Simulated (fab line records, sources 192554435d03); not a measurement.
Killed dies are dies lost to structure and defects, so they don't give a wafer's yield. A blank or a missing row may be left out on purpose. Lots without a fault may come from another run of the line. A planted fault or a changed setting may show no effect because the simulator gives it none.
Chamber matching | flow n5_finfet | N5_BEOL_M13_CMP_49 on cmp-03: 4 sister chambers
The step polishes, stops on SiOC, t overpolish 17.1 s, target thk 420 nm. 4 wafers are shown with their chamber, then 7 later ones without.

WAFERS WITH THEIR CHAMBER
wafer  | chamber | motor_current_A (A)
L089.3 | 2       | 6.1
L087.3 | 0       | 6.7
L090.1 | 3       | 5.7
L090.2 | 1       | 7.3

WAFERS WITHOUT THEIR CHAMBER
wafer  | motor_current_A (A)
L090.6 | 5.3
L092.2 | 6.7
L092.4 | 7.3
L092.6 | 7.4
L094.1 | 5.7
L094.2 | 7.1
L094.4 | 6.9

WHICH CHAMBER EACH WENT THROUGH
wafer  | from the rows above     | in truth
L090.6 | 3                       | 3
L092.2 | 0                       | 0
L092.4 | 1                       | 1
L092.6 | 1                       | 1
L094.1 | 3                       | 3
L094.2 | can't be placed: 1 or 0 | 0
L094.4 | can't be placed: 0 or 1 | 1
Placed correctly: 5 of 7. Can't be placed from these rows: 2 (the true chamber is among the candidates in 2). Placed wrongly: 0.
How it was worked out, from the rows above alone: a wafer's distance from a chamber is the root of the sum, over the readings, of the square of ((its reading less the chamber's mean) divided by the reading's scatter). The wafer belongs to the nearest chamber; if the next one is less than 2 further off, it can't be placed. A chamber's mean is the mean of its shown wafers. The scatter: with one shown wafer a chamber, the root of the mean of the squares of how far each hidden wafer lies from its nearest shown one.
